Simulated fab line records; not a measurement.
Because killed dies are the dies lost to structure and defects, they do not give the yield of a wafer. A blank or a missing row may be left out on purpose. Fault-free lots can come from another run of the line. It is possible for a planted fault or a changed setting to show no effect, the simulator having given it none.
Matching of chambers + flow nandHarc + NHARC_A_STAIRCASE_CMP_450 on cmp-04 has 4 sister chambers
The step polishes SiO2, target thk 200 nm. 14 wafers are shown with their chamber, then 7 later ones without.

EACH WAFER AND ITS CHAMBER
| wafer  | chamber | motorCurrentA (A) | edgeZonePressureFrac | retainingRingPressureFrac |
|--------|---------|-------------------|----------------------|---------------------------|
| L075.1 | 3       | 11.5              | 1.008                | 0.998                     |
| L075.2 | 0       | 10.2              | 0.994                | 0.999                     |
| L075.4 | 1       | 14.4              | 1.005                | 0.989                     |
| L077.1 | 1       | 14.1              | 1.001                | 0.994                     |
| L077.3 | 2       | 11.6              | 1.003                | 1.000                     |
| L077.4 | 0       | 10.3              | 0.999                | 0.998                     |
| L078.1 | 3       | 11.7              | 0.999                | 1.000                     |
| L078.3 | 0       | 10.6              | 0.999                | 1.000                     |
| L078.6 | 0       | 10.7              | 0.993                | 0.995                     |
| L080.2 | 0       | 10.6              | 0.995                | 1.000                     |
| L080.4 | 2       | 11.3              | 1.003                | 1.012                     |
| L080.5 | 2       | 10.9              | 1.001                | 1.012                     |
| L083.2 | 1       | 14.2              | 1.003                | 1.000                     |
| L083.4 | 2       | 11.6              | 1.000                | 0.994                     |

SIGNATURES, as means of the wafers listed above
| reading                   | chamber 0 | chamber 1 | chamber 2 | chamber 3 | scatter within a chamber |
|---------------------------|-----------|-----------|-----------|-----------|--------------------------|
| motorCurrentA             | 10.480    | 14.233    | 11.350    | 11.600    | 0.242                    |
| edgeZonePressureFrac      | 0.99600   | 1.00300   | 1.00175   | 1.00350   | 0.00295                  |
| retainingRingPressureFrac | 0.99840   | 0.99433   | 1.00450   | 0.99900   | 0.00568                  |
Rule: for a wafer and a chamber, the distance is found by dividing, reading by reading, the gap between the wafer's reading and the chamber's mean by the reading's scatter, squaring, summing and taking the root. If the next closest chamber is less than 2 further off than the closest, the wafer can't be placed; otherwise it belongs to the closest. How the scatter is found: for the shown wafers, subtract from each reading the mean of its chamber, square and add these, divide the total by (wafers less chambers), then take the root.

WAFERS WITHOUT THEIR CHAMBER
| wafer  | motorCurrentA (A) | edgeZonePressureFrac | retainingRingPressureFrac |
|--------|-------------------|----------------------|---------------------------|
| L083.5 | 11.7              | 1.002                | 1.004                     |
| L093.3 | 10.6              | 1.006                | 0.994                     |
| L093.5 | 15.0              | 0.995                | 1.000                     |
| L093.6 | 12.0              | 1.008                | 1.000                     |
| L094.1 | 11.5              | 0.998                | 0.990                     |
| L094.3 | 10.2              | 1.006                | 1.001                     |
| L094.4 | 13.7              | 1.001                | 0.996                     |

WHICH CHAMBER EACH WENT THROUGH
| wafer  | from the rows above          | in truth |
|--------|------------------------------|----------|
| L083.5 | can't be placed: 3 or 2      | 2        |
| L093.3 | can't be placed: 0 or 2 or 3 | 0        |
| L093.5 | 1                            | 1        |
| L093.6 | can't be placed: 3 or 2      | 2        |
| L094.1 | can't be placed: 3 or 2      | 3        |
| L094.3 | can't be placed: 0 or 2      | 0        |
| L094.4 | 1                            | 1        |
Correctly placed: 2 of 7. From these rows, 5 cannot be placed; in 5 the true chamber is one of the candidates. Wrongly placed: 0.
